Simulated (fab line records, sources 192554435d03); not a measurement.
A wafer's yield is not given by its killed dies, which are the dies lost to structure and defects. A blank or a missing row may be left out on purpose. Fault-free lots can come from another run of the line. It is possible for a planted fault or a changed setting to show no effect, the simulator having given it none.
Chamber matching :: flow n5 finfet :: cvd co-02 running N5_BEOL_M4_CO_CAP_55: 3 sister chambers
The step material Co, precursor CCTBA/H2, target thk 2 nm, time 102.1 s. 6 wafers are shown with their chamber, then 12 later ones without.

WAFERS WITH THEIR CHAMBER
wafer: L085.5
chamber: 2
heater power w (W): 229

wafer: L080.4
chamber: 0
heater power w (W): 208

wafer: L080.6
chamber: 1
heater power w (W): 236

wafer: L086.3
chamber: 0
heater power w (W): 210

wafer: L086.4
chamber: 2
heater power w (W): 224

wafer: L086.5
chamber: 1
heater power w (W): 242

WAFERS WHOSE CHAMBER IS MISSING
wafer: L088.3
heater power w (W): 214

wafer: L088.5
heater power w (W): 237

wafer: L088.6
heater power w (W): 231

wafer: L093.1
heater power w (W): 215

wafer: L093.2
heater power w (W): 241

wafer: L093.4
heater power w (W): 234

wafer: L091.1
heater power w (W): 236

wafer: L091.2
heater power w (W): 211

wafer: L091.6
heater power w (W): 213

wafer: L094.2
heater power w (W): 234

wafer: L094.3
heater power w (W): 212

wafer: L094.6
heater power w (W): 218

CHAMBER TAKEN BY EACH
wafer: L088.3
from the rows above: 0
in truth: 0

wafer: L088.5
from the rows above: 1
in truth: 1

wafer: L088.6
from the rows above: can't be placed: 2 or 1
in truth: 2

wafer: L093.1
from the rows above: can't be placed: 0 or 2
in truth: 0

wafer: L093.2
from the rows above: 1
in truth: 1

wafer: L093.4
from the rows above: can't be placed: 1 or 2
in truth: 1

wafer: L091.1
from the rows above: can't be placed: 1 or 2
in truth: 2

wafer: L091.2
from the rows above: 0
in truth: 0

wafer: L091.6
from the rows above: 0
in truth: 0

wafer: L094.2
from the rows above: can't be placed: 1 or 2
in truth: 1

wafer: L094.3
from the rows above: 0
in truth: 0

wafer: L094.6
from the rows above: can't be placed: 2 or 0
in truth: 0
Correctly placed: 6 of 12. Cannot be placed on the basis of these rows: 6; the candidates contain the true chamber in 6. Number placed wrongly: 0.
How it was worked out, from the rows above alone: a wafer's distance from a chamber is the root of the sum, over the readings, of the square of ((its reading less the chamber's mean) divided by the reading's scatter). If the next closest chamber is less than 2 further off than the closest, the wafer can't be placed; otherwise it belongs to the closest. For every chamber, the mean is computed from those of its wafers that are shown. How the scatter is found: for the shown wafers, subtract from each reading the mean of its chamber, square and add these, divide the total by (wafers less chambers), then take the root.
